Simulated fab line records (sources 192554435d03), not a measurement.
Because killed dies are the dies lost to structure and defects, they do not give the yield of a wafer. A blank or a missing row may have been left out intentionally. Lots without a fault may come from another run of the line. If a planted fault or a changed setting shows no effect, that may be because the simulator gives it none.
The tool behind it: which one? + flow n5_finfet + 63 wafers from 21 lots sampled at 6 of the route's 1938 steps

WHAT THE GAUGES SHOWED, per wafer
No reading from a measuring or inspecting step in the record can be judged against a usual standard deviation.

WHAT TOOL EACH LOT RAN ON (gives the tool, then ch and the chambers of the sampled wafers, and finally the start)
| lot  | N5_BEOL_M6_ETCH_65                 | N5_BEOL_M6_STRIP_80                           | N5_BEOL_M6_ALD_77                   | N5_BEOL_M6_DEP_56               | N5_BEOL_M7_ETCH_72                 | N5_BEOL_M7_TRENCH_ETCH_37      |
|------|------------------------------------|-----------------------------------------------|-------------------------------------|---------------------------------|------------------------------------|--------------------------------|
| L074 | rie_diel-01 ch 1,2,3, day 9 04:35  | rie_diel-01 ch 1,2,3, day 9 06:19 or earlier  | ald_metal-01 ch 0,1, day 9 06:19    | pecvd-01 ch 0,2, day 9 07:55    | rie_diel-02 ch 0,2, day 9 14:25    | rie_diel-02 ch 0,2, no start   |
| L076 | rie_diel-05 ch 0,3, day 9 17:37    | rie_diel-05 ch 0,3, day 9 18:44 or earlier    | ald_metal-03 ch 1,2, day 9 18:44    | pecvd-04 ch 0,1, day 9 21:46    | rie_diel-04 ch 1,3, day 10 00:33   | rie_diel-04 ch 1,3, no start   |
| L075 | rie_diel-06 ch 1,2,3, day 9 20:36  | rie_diel-06 ch 1,2,3, day 9 21:58 or earlier  | ald_metal-02 ch 0,1,2, day 9 21:58  | pecvd-01 ch 0,1, day 9 23:40    | rie_diel-04 ch 0,1, day 10 03:53   | rie_diel-04 ch 0,1, no start   |
| L077 | rie_diel-06 ch 0,2,3, day 10 05:35 | rie_diel-06 ch 0,2,3, day 10 09:07 or earlier | ald_metal-03 ch 0,2,3, day 10 09:07 | pecvd-01 ch 0,1,2, day 10 10:39 | rie_diel-03 ch 0,3, day 10 13:22   | rie_diel-03 ch 0,3, no start   |
| L081 | rie_diel-06 ch 2,3, day 10 09:22   | rie_diel-06 ch 2,3, day 10 10:43 or earlier   | ald_metal-01 ch 0,3, day 10 10:43   | pecvd-03 ch 0,1, day 10 12:40   | rie_diel-03 ch 1,2, day 10 17:17   | rie_diel-03 ch 1,2, no start   |
| L080 | rie_diel-01 ch 1,2,3, day 10 17:03 | rie_diel-01 ch 1,2,3, day 10 18:06 or earlier | ald_metal-02 ch 0,3, day 10 18:06   | pecvd-01 ch 1,2, day 10 20:05   | rie_diel-02 ch 0,2,3, day 10 23:35 | rie_diel-02 ch 0,2,3, no start |
| L079 | rie_diel-01 ch 1,2,3, day 11 02:17 | rie_diel-01 ch 1,2,3, day 11 03:41 or earlier | ald_metal-03 ch 0,1,2, day 11 03:41 | pecvd-01 ch 0,2, day 11 07:13   | rie_diel-02 ch 0,1,3, day 11 09:57 | rie_diel-02 ch 0,1,3, no start |
| L084 | rie_diel-01 ch 0,2, day 12 00:40   | rie_diel-01 ch 0,2, day 12 01:55 or earlier   | ald_metal-01 ch 1,2,3, day 12 01:55 | pecvd-01 ch 0,1,2, day 12 03:22 | rie_diel-03 ch 0,1,3, day 12 09:55 | rie_diel-03 ch 0,1,3, no start |
| L083 | rie_diel-05 ch 1,2,3, day 12 00:51 | rie_diel-05 ch 1,2,3, day 12 02:10 or earlier | ald_metal-01 ch 1,2,3, day 12 02:10 | pecvd-04 ch 0,2, day 12 03:57   | rie_diel-04 ch 0,1,2, day 12 09:38 | rie_diel-04 ch 0,1,2, no start |
| L082 | rie_diel-01 ch 1,2,3, day 12 01:04 | rie_diel-01 ch 1,2,3, day 12 02:45 or earlier | ald_metal-03 ch 0,2,3, day 12 02:45 | pecvd-03 ch 0,1,2, day 12 05:06 | rie_diel-04 ch 1,2,3, day 12 10:02 | rie_diel-04 ch 1,2,3, no start |
| L088 | rie_diel-05 ch 0,1,2, day 12 09:32 | rie_diel-05 ch 0,1,2, day 12 10:35 or earlier | ald_metal-01 ch 1,2,3, day 12 10:35 | pecvd-01 ch 0,1,2, day 12 12:04 | rie_diel-04 ch 0,1,2, day 12 14:37 | rie_diel-04 ch 0,1,2, no start |
| L085 | rie_diel-06 ch 0,1,2, day 12 09:37 | rie_diel-06 ch 0,1,2, day 12 10:38 or earlier | ald_metal-02 ch 0,1,3, day 12 10:38 | pecvd-01 ch 0,1, day 12 12:16   | rie_diel-02 ch 0,2,3, day 12 16:32 | rie_diel-02 ch 0,2,3, no start |
| L089 | rie_diel-05 ch 1,2, day 12 14:39   | rie_diel-05 ch 1,2, day 12 15:56 or earlier   | ald_metal-02 ch 1,2,3, day 12 15:56 | pecvd-03 ch 0,1,2, day 12 17:40 | rie_diel-04 ch 1,2, day 12 20:41   | rie_diel-04 ch 1,2, no start   |
| L087 | rie_diel-06 ch 0,1,3, day 12 14:41 | rie_diel-06 ch 0,1,3, day 12 16:00 or earlier | ald_metal-01 ch 0,2, day 12 16:00   | pecvd-04 ch 0,1, day 12 17:55   | rie_diel-03 ch 0,2, day 13 00:10   | rie_diel-03 ch 0,2, no start   |
| L090 | rie_diel-01 ch 1,3, day 12 23:59   | rie_diel-01 ch 1,3, day 13 01:10 or earlier   | ald_metal-03 ch 0,1,3, day 13 01:10 | pecvd-04 ch 0,1, day 13 02:43   | rie_diel-03 ch 2,3, day 13 06:02   | rie_diel-03 ch 2,3, no start   |
| L091 | rie_diel-05 ch 2,3, day 13 02:55   | rie_diel-05 ch 2,3, day 13 04:13 or earlier   | ald_metal-03 ch 0,2,3, day 13 04:13 | pecvd-01 ch 0,1,2, day 13 05:49 | rie_diel-02 ch 0,2,3, day 13 11:25 | rie_diel-02 ch 0,2,3, no start |
| L092 | rie_diel-06 ch 0,1,3, day 13 21:53 | rie_diel-06 ch 0,1,3, day 14 00:08 or earlier | ald_metal-01 ch 0,1, day 14 00:08   | pecvd-04 ch 0,1,2, day 14 01:35 | rie_diel-02 ch 1,3, day 14 08:15   | rie_diel-02 ch 1,3, no start   |
| L093 | rie_diel-06 ch 0,2, day 14 08:24   | rie_diel-06 ch 0,2, day 14 09:45 or earlier   | ald_metal-02 ch 1,2, day 14 09:45   | pecvd-01 ch 0,2, day 14 13:42   | rie_diel-04 ch 0,2,3, day 14 17:26 | rie_diel-04 ch 0,2,3, no start |
| L096 | rie_diel-06 ch 0,2,3, day 14 19:37 | rie_diel-06 ch 0,2,3, day 14 21:57 or earlier | ald_metal-02 ch 0,2,3, day 14 21:57 | pecvd-04 ch 0,2, day 15 00:47   | rie_diel-02 ch 1,2,3, day 15 07:29 | rie_diel-02 ch 1,2,3, no start |
| L094 | rie_diel-01 ch 0,1,3, day 14 23:55 | rie_diel-01 ch 0,1,3, day 15 01:04 or earlier | ald_metal-03 ch 0,1,2, day 15 01:04 | pecvd-04 ch 0,1,2, day 15 02:55 | rie_diel-04 ch 0,2,3, day 15 07:35 | rie_diel-04 ch 0,2,3, no start |
| L095 | rie_diel-06 ch 1,2,3, day 15 18:38 | rie_diel-06 ch 1,2,3, day 15 19:53 or earlier | ald_metal-01 ch 1,2,3, day 15 19:53 | pecvd-03 ch 0,2, day 15 21:37   | rie_diel-04 ch 0,1,2, day 16 04:46 | rie_diel-04 ch 0,1,2, no start |
- N5_BEOL_M6_ETCH_65: etches SiARC in CF4, target depth 15.6 nm, time 26 s.
- N5_BEOL_M6_STRIP_80: strips in N2/H2, time 10 s.
- N5_BEOL_M6_ALD_77: deposits TaN, target thk 2 nm, pulse time 2 s, purge time 3 s.
- N5_BEOL_M6_DEP_56: deposits SiCN from 3MS/NH3, target thk 10 nm, time 17.5 s.
- N5_BEOL_M7_ETCH_72: etches underlayer in N2/H2, target depth 6.5 nm, time 5.2 s.
- N5_BEOL_M7_TRENCH_ETCH_37: etches SiCOH lowk in C4F6/O2, target depth 93.478 nm, time 31.2 s.

WHAT THE TOOLS THEMSELVES READ (means of the sampled wafers that have a number; where no wafer has one, the mark that the record gives instead)
N5_BEOL_M6_ETCH_65. Usual: drypump_motor_current_A 5.6 A, standard deviation 0.44; etch_rf_on_time_s 25.8 s, standard deviation 0.83; oes_product_au 0.66 a.u., standard deviation 0.072; rf_vpp_V 184.0 V, standard deviation 1.2; showerhead_plenum_p_Torr 2.14 Torr, standard deviation 0.07; throttle_valve_pct 15.59 %, standard deviation 0.21.
| lot  | tool        | drypump_motor_current_A (A) | etch_rf_on_time_s (s) | oes_product_au (a.u.) | rf_vpp_V (V) | showerhead_plenum_p_Torr (Torr) | throttle_valve_pct (%) | flag |
|------|-------------|-----------------------------|-----------------------|-----------------------|--------------|---------------------------------|------------------------|------|
| L074 | rie_diel-01 | 6.0                         | 26.5                  | 0.63                  | 184.3        | 2.14                            | 15.50                  |      |
| L076 | rie_diel-05 | 5.3                         | 25.9                  | 0.68                  | 183.5        | 2.10                            | 15.56                  |      |
| L075 | rie_diel-06 | 5.6                         | 25.7                  | 0.72                  | 184.2        | 2.14                            | 15.54                  |      |
| L077 | rie_diel-06 | 5.6                         | 25.0                  | 0.68                  | 183.8        | 2.13                            | 15.66                  |      |
| L081 | rie_diel-06 | 5.6                         | 25.6                  | 0.66                  | 184.9        | 2.19                            | 15.64                  |      |
| L080 | rie_diel-01 | 6.0                         | 25.9                  | 0.62                  | 183.8        | 2.13                            | 15.52                  |      |
| L079 | rie_diel-01 | 6.0                         | 26.2                  | 0.62                  | 183.9        | 2.13                            | 15.53                  |      |
| L084 | rie_diel-01 | 5.3                         | 25.6                  | 0.66                  | 184.3        | 2.16                            | 15.49                  |      |
| L083 | rie_diel-05 | 5.2                         | 26.0                  | 0.66                  | 184.2        | 2.18                            | 15.54                  |      |
| L082 | rie_diel-01 | 6.0                         | 26.4                  | 0.61                  | 183.3        | 2.13                            | 15.55                  |      |
| L088 | rie_diel-05 | 5.2                         | 25.8                  | 0.71                  | 185.3        | 2.18                            | 15.47                  |      |
| L085 | rie_diel-06 | 5.7                         | 25.1                  | 0.70                  | 183.7        | 2.07                            | 15.61                  |      |
| L089 | rie_diel-05 | 5.2                         | 26.3                  | 0.66                  | 184.2        | 2.23                            | 15.51                  |      |
| L087 | rie_diel-06 | 5.5                         | 25.7                  | 0.67                  | 183.6        | 2.13                            | 15.66                  |      |
| L090 | rie_diel-01 | 6.4                         | 26.5                  | 0.57                  | 184.6        | 2.13                            | 15.60                  |      |
| L091 | rie_diel-05 | 5.1                         | 26.7                  | 0.62                  | 184.5        | 2.17                            | 15.67                  |      |
| L092 | rie_diel-06 | 5.5                         | 25.8                  | 0.66                  | 184.4        | 2.12                            | 15.69                  |      |
| L093 | rie_diel-06 | 5.7                         | 24.6                  | 0.68                  | 183.2        | 2.06                            | 15.70                  |      |
| L096 | rie_diel-06 | 5.6                         | 25.3                  | 0.64                  | 183.0        | 2.11                            | 15.73                  |      |
| L094 | rie_diel-01 | 5.9                         | 26.1                  | 0.73                  | 183.2        | 2.13                            | 15.45                  |      |
| L095 | rie_diel-06 | 5.6                         | 25.9                  | 0.67                  | 183.6        | 2.12                            | 15.63                  |      |

N5_BEOL_M6_STRIP_80. Usual: drypump_motor_current_A 5.6 A, standard deviation 0.43; oes_product_au 0.77 a.u., standard deviation 0.084; rf_vpp_V 59.2 V, standard deviation 0.86; showerhead_plenum_p_Torr 2.53 Torr, standard deviation 0.083; throttle_valve_pct 23.4 %, standard deviation 0.35.
| lot  | tool        | drypump_motor_current_A (A) | oes_product_au (a.u.) | rf_vpp_V (V) | showerhead_plenum_p_Torr (Torr) | throttle_valve_pct (%) | flag |
|------|-------------|-----------------------------|-----------------------|--------------|---------------------------------|------------------------|------|
| L074 | rie_diel-01 | 6.0                         | 0.75                  | 59.7         | 2.52                            | 23.3                   |      |
| L076 | rie_diel-05 | 5.3                         | 0.79                  | 59.3         | 2.49                            | 23.6                   |      |
| L075 | rie_diel-06 | 5.7                         | 0.85                  | 59.3         | 2.52                            | 23.4                   |      |
| L077 | rie_diel-06 | 5.6                         | 0.78                  | 59.7         | 2.50                            | 23.4                   |      |
| L081 | rie_diel-06 | 5.6                         | 0.76                  | 59.4         | 2.57                            | 23.4                   |      |
| L080 | rie_diel-01 | 6.0                         | 0.73                  | 60.0         | 2.52                            | 23.4                   |      |
| L079 | rie_diel-01 | 6.0                         | 0.73                  | 59.1         | 2.52                            | 23.3                   |      |
| L084 | rie_diel-01 | 5.3                         | 0.77                  | 59.3         | 2.56                            | 23.5                   |      |
| L083 | rie_diel-05 | 5.2                         | 0.79                  | 60.1         | 2.58                            | 23.3                   |      |
| L082 | rie_diel-01 | 6.0                         | 0.72                  | 58.9         | 2.51                            | 23.4                   |      |
| L088 | rie_diel-05 | 5.3                         | 0.83                  | 58.7         | 2.59                            | 23.3                   |      |
| L085 | rie_diel-06 | 5.7                         | 0.82                  | 59.3         | 2.45                            | 23.5                   |      |
| L089 | rie_diel-05 | 5.2                         | 0.77                  | 59.2         | 2.64                            | 23.2                   |      |
| L087 | rie_diel-06 | 5.5                         | 0.79                  | 58.9         | 2.51                            | 23.5                   |      |
| L090 | rie_diel-01 | 6.4                         | 0.68                  | 59.5         | 2.52                            | 23.2                   |      |
| L091 | rie_diel-05 | 5.1                         | 0.73                  | 59.4         | 2.56                            | 23.5                   |      |
| L092 | rie_diel-06 | 5.5                         | 0.78                  | 59.7         | 2.51                            | 23.6                   |      |
| L093 | rie_diel-06 | 5.8                         | 0.78                  | 59.0         | 2.42                            | 23.4                   |      |
| L096 | rie_diel-06 | 5.7                         | 0.74                  | 59.1         | 2.48                            | 23.5                   |      |
| L094 | rie_diel-01 | 6.0                         | 0.86                  | 58.6         | 2.52                            | 23.4                   |      |
| L095 | rie_diel-06 | 5.6                         | 0.77                  | 58.9         | 2.50                            | 23.4                   |      |

N5_BEOL_M6_ALD_77. Usual: heater_power_w 429 W, standard deviation 39; precursor_vessel_temp_c 75.00 C, standard deviation 0.13.
| lot  | tool         | heater_power_w (W) | precursor_vessel_temp_c (C) | flag |
|------|--------------|--------------------|-----------------------------|------|
| L074 | ald_metal-01 | 430                | 74.89                       |      |
| L076 | ald_metal-03 | 478                | 74.96                       |      |
| L075 | ald_metal-02 | 406                | 74.90                       |      |
| L077 | ald_metal-03 | 444                | 74.94                       |      |
| L081 | ald_metal-01 | 419                | 74.97                       |      |
| L080 | ald_metal-02 | 415                | 75.00                       |      |
| L079 | ald_metal-03 | 488                | 74.83                       |      |
| L084 | ald_metal-01 | 405                | 75.13                       |      |
| L083 | ald_metal-01 | 407                | 75.05                       |      |
| L082 | ald_metal-03 | 448                | 75.00                       |      |
| L088 | ald_metal-01 | 408                | 74.94                       |      |
| L085 | ald_metal-02 | 426                | 75.15                       |      |
| L089 | ald_metal-02 | 420                | 74.95                       |      |
| L087 | ald_metal-01 | 419                | 74.94                       |      |
| L090 | ald_metal-03 | 442                | 75.01                       |      |
| L091 | ald_metal-03 | 450                | 74.84                       |      |
| L092 | ald_metal-01 | 427                | 75.10                       |      |
| L093 | ald_metal-02 | 410                | 74.96                       |      |
| L096 | ald_metal-02 | 424                | 75.09                       |      |
| L094 | ald_metal-03 | 483                | 75.16                       |      |
| L095 | ald_metal-01 | 403                | 75.04                       |      |

N5_BEOL_M6_DEP_56. Usual: showerhead_plenum_p_Torr 3.657 Torr, standard deviation 0.0095; throttle_valve_pct 9.3 %, standard deviation 0.76.
| lot  | tool     | showerhead_plenum_p_Torr (Torr) | throttle_valve_pct (%) | flag |
|------|----------|---------------------------------|------------------------|------|
| L074 | pecvd-01 | 3.659                           | 9.1                    |      |
| L076 | pecvd-04 | 3.657                           | 8.5                    |      |
| L075 | pecvd-01 | 3.659                           | 10.3                   |      |
| L077 | pecvd-01 | 3.654                           | 9.9                    |      |
| L081 | pecvd-03 | 3.655                           | 9.6                    |      |
| L080 | pecvd-01 | 3.659                           | 9.6                    |      |
| L079 | pecvd-01 | 3.649                           | 9.8                    |      |
| L084 | pecvd-01 | 3.653                           | 9.7                    |      |
| L083 | pecvd-04 | 3.667                           | 8.6                    |      |
| L082 | pecvd-03 | 3.662                           | 9.4                    |      |
| L088 | pecvd-01 | 3.656                           | 9.8                    |      |
| L085 | pecvd-01 | 3.659                           | 10.4                   |      |
| L089 | pecvd-03 | 3.658                           | 9.5                    |      |
| L087 | pecvd-04 | 3.659                           | 8.6                    |      |
| L090 | pecvd-04 | 3.662                           | 8.6                    |      |
| L091 | pecvd-01 | 3.655                           | 9.8                    |      |
| L092 | pecvd-04 | 3.656                           | 8.6                    |      |
| L093 | pecvd-01 | 3.651                           | 9.8                    |      |
| L096 | pecvd-04 | 3.657                           | 8.6                    |      |
| L094 | pecvd-04 | 3.659                           | 8.9                    |      |
| L095 | pecvd-03 | 3.660                           | 9.1                    |      |

N5_BEOL_M7_ETCH_72. Usual: drypump_motor_current_A 5.6 A, standard deviation 0.42; etch_rf_on_time_s 5.25 s, standard deviation 0.19; oes_product_au 0.66 a.u., standard deviation 0.079; rf_vpp_V 524.4 V, standard deviation 2.4; showerhead_plenum_p_Torr 2.56 Torr, standard deviation 0.07; throttle_valve_pct 17.94 %, standard deviation 0.3.
| lot  | tool        | drypump_motor_current_A (A) | etch_rf_on_time_s (s) | oes_product_au (a.u.) | rf_vpp_V (V) | showerhead_plenum_p_Torr (Torr) | throttle_valve_pct (%) | flag |
|------|-------------|-----------------------------|-----------------------|-----------------------|--------------|---------------------------------|------------------------|------|
| L074 | rie_diel-02 | 5.4                         | 5.29                  | 0.64                  | 524.4        | 2.57                            | 17.71                  |      |
| L076 | rie_diel-04 | 5.6                         | 5.29                  | 0.59                  | 523.3        | 2.57                            | 18.39                  |      |
| L075 | rie_diel-04 | 5.9                         | 5.62                  | 0.57                  | 525.8        | 2.61                            | 18.33                  |      |
| L077 | rie_diel-03 | 5.7                         | 5.14                  | 0.74                  | 524.6        | 2.51                            | 17.64                  |      |
| L081 | rie_diel-03 | 5.1                         | 5.22                  | 0.73                  | 522.7        | 2.51                            | 17.77                  |      |
| L080 | rie_diel-02 | 5.3                         | 5.26                  | 0.62                  | 522.5        | 2.53                            | 17.90                  |      |
| L079 | rie_diel-02 | 5.7                         | 5.20                  | 0.62                  | 522.7        | 2.49                            | 18.02                  |      |
| L084 | rie_diel-03 | 5.5                         | 5.23                  | 0.71                  | 521.7        | 2.50                            | 17.82                  |      |
| L083 | rie_diel-04 | 5.8                         | 5.36                  | 0.61                  | 524.7        | 2.61                            | 18.18                  |      |
| L082 | rie_diel-04 | 5.5                         | 5.21                  | 0.61                  | 526.7        | 2.61                            | 18.15                  |      |
| L088 | rie_diel-04 | 5.8                         | 5.42                  | 0.60                  | 525.0        | 2.61                            | 18.19                  |      |
| L085 | rie_diel-02 | 5.3                         | 5.15                  | 0.71                  | 523.4        | 2.53                            | 17.74                  |      |
| L089 | rie_diel-04 | 5.7                         | 5.18                  | 0.64                  | 526.0        | 2.62                            | 18.03                  |      |
| L087 | rie_diel-03 | 5.6                         | 5.25                  | 0.71                  | 524.3        | 2.52                            | 17.50                  |      |
| L090 | rie_diel-03 | 5.8                         | 5.30                  | 0.67                  | 524.4        | 2.54                            | 17.68                  |      |
| L091 | rie_diel-02 | 5.3                         | 5.24                  | 0.69                  | 523.1        | 2.53                            | 17.77                  |      |
| L092 | rie_diel-02 | 6.0                         | 5.20                  | 0.66                  | 522.8        | 2.50                            | 17.88                  |      |
| L093 | rie_diel-04 | 5.6                         | 5.21                  | 0.69                  | 526.3        | 2.64                            | 17.94                  |      |
| L096 | rie_diel-02 | 5.7                         | 5.21                  | 0.65                  | 523.8        | 2.53                            | 17.77                  |      |
| L094 | rie_diel-04 | 5.6                         | 5.20                  | 0.68                  | 525.0        | 2.63                            | 17.96                  |      |
| L095 | rie_diel-04 | 5.8                         | 5.23                  | 0.75                  | 525.2        | 2.60                            | 17.96                  |      |

N5_BEOL_M7_TRENCH_ETCH_37. Usual: drypump_motor_current_A 5.6 A, standard deviation 0.41; oes_ar_750_au 0.77 a.u., standard deviation 0.087; oes_product_au 0.77 a.u., standard deviation 0.094; rf_vpp_V 663 V, standard deviation 17; showerhead_plenum_p_Torr 2.88 Torr, standard deviation 0.084; throttle_valve_pct 21.05 %, standard deviation 0.23.
| lot  | tool        | drypump_motor_current_A (A) | oes_ar_750_au (a.u.) | oes_product_au (a.u.) | rf_vpp_V (V) | showerhead_plenum_p_Torr (Torr) | throttle_valve_pct (%) | flag |
|------|-------------|-----------------------------|----------------------|-----------------------|--------------|---------------------------------|------------------------|------|
| L074 | rie_diel-02 | 5.4                         | 0.75                 | 0.76                  | 685          | 2.89                            | 20.77                  |      |
| L076 | rie_diel-04 | 5.6                         | 0.69                 | 0.68                  | 662          | 2.88                            | 21.40                  |      |
| L075 | rie_diel-04 | 5.9                         | 0.70                 | 0.68                  | 649          | 2.89                            | 21.21                  |      |
| L077 | rie_diel-03 | 5.7                         | 0.87                 | 0.87                  | 668          | 2.81                            | 20.76                  |      |
| L081 | rie_diel-03 | 5.1                         | 0.86                 | 0.87                  | 668          | 2.82                            | 20.97                  |      |
| L080 | rie_diel-02 | 5.3                         | 0.73                 | 0.73                  | 669          | 2.84                            | 20.96                  |      |
| L079 | rie_diel-02 | 5.7                         | 0.73                 | 0.73                  | 666          | 2.80                            | 21.04                  |      |
| L084 | rie_diel-03 | 5.5                         | 0.83                 | 0.84                  | 662          | 2.81                            | 20.92                  |      |
| L083 | rie_diel-04 | 5.8                         | 0.72                 | 0.71                  | 658          | 2.92                            | 21.24                  |      |
| L082 | rie_diel-04 | 5.5                         | 0.72                 | 0.72                  | 664          | 2.94                            | 21.29                  |      |
| L088 | rie_diel-04 | 5.8                         | 0.72                 | 0.72                  | 657          | 2.92                            | 21.24                  |      |
| L085 | rie_diel-02 | 5.3                         | 0.81                 | 0.83                  | 670          | 2.84                            | 20.85                  |      |
| L089 | rie_diel-04 | 5.7                         | 0.76                 | 0.76                  | 665          | 2.96                            | 21.25                  |      |
| L087 | rie_diel-03 | 5.6                         | 0.82                 | 0.84                  | 676          | 2.85                            | 20.78                  |      |
| L090 | rie_diel-03 | 5.8                         | 0.78                 | 0.79                  | 661          | 2.87                            | 20.94                  |      |
| L091 | rie_diel-02 | 5.3                         | 0.80                 | 0.82                  | 669          | 2.84                            | 20.87                  |      |
| L092 | rie_diel-02 | 6.0                         | 0.79                 | 0.77                  | 656          | 2.81                            | 21.00                  |      |
| L093 | rie_diel-04 | 5.6                         | 0.81                 | 0.81                  | 655          | 2.96                            | 21.08                  |      |
| L096 | rie_diel-02 | 5.7                         | 0.77                 | 0.77                  | 659          | 2.86                            | 20.94                  |      |
| L094 | rie_diel-04 | 5.6                         | 0.80                 | 0.79                  | 655          | 2.95                            | 21.08                  |      |
| L095 | rie_diel-04 | 5.8                         | 0.88                 | 0.89                  | 658          | 2.91                            | 21.02                  |      |

THE ANSWER, worked out from the rows above alone
Rule: a lot is off if the mean of its wafers that have a number lies more than 3 standard deviations from the usual mean. Also off: a lot with no number at a reading for which 4 or more lots have one. The other lots that the step has rows for count as sound. Order of review: gauges by route order, followed by the tools' own readings, for which a lot's mean as printed above is used. At the first step where some lot is off, the reading lying furthest off is the one used; lots without a number count as furthest.
No lot is off on any of the readings shown, so nothing can be concluded from this.

WHAT WAS PUT IN BY THE SIMULATOR
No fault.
